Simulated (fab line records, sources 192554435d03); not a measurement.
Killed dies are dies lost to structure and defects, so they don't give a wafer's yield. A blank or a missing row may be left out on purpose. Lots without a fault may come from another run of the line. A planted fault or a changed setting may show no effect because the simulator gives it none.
Chamber matching | flow n5_finfet | N5_BEOL_M10_PECVD_70 on pecvd-04: 3 sister chambers
The step deposits SiO2 from TEOS/O2, target thk 20 nm, time 22.7 s. 3 wafers are shown with their chamber, then 10 later ones without.

WAFERS WITH THEIR CHAMBER
wafer  | chamber | throttle_valve_pct (%)
L086.4 | 0       | 22.6
L090.1 | 2       | 20.3
L090.2 | 1       | 22.7

WAFERS WITHOUT THEIR CHAMBER
wafer  | throttle_valve_pct (%)
L090.3 | 22.6
L091.2 | 22.5
L091.4 | 20.5
L091.5 | 22.7
L095.2 | 22.6
L095.3 | 22.4
L095.5 | 22.4
L094.1 | 20.2
L094.2 | 22.4
L094.5 | 20.2

WHICH CHAMBER EACH WENT THROUGH
wafer  | from the rows above     | in truth
L090.3 | can't be placed: 0 or 1 | 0
L091.2 | can't be placed: 0 or 1 | 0
L091.4 | 2                       | 2
L091.5 | can't be placed: 1 or 0 | 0
L095.2 | can't be placed: 0 or 1 | 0
L095.3 | can't be placed: 0 or 1 | 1
L095.5 | can't be placed: 0 or 1 | 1
L094.1 | 2                       | 2
L094.2 | can't be placed: 0 or 1 | 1
L094.5 | 2                       | 2
Placed correctly: 3 of 10. Can't be placed from these rows: 7 (the true chamber is among the candidates in 7). Placed wrongly: 0.
How it was worked out, from the rows above alone: a wafer's distance from a chamber is the root of the sum, over the readings, of the square of ((its reading less the chamber's mean) divided by the reading's scatter). The wafer belongs to the nearest chamber; if the next one is less than 2 further off, it can't be placed. A chamber's mean is the mean of its shown wafers. The scatter: with one shown wafer a chamber, the root of the mean of the squares of how far each hidden wafer lies from its nearest shown one.
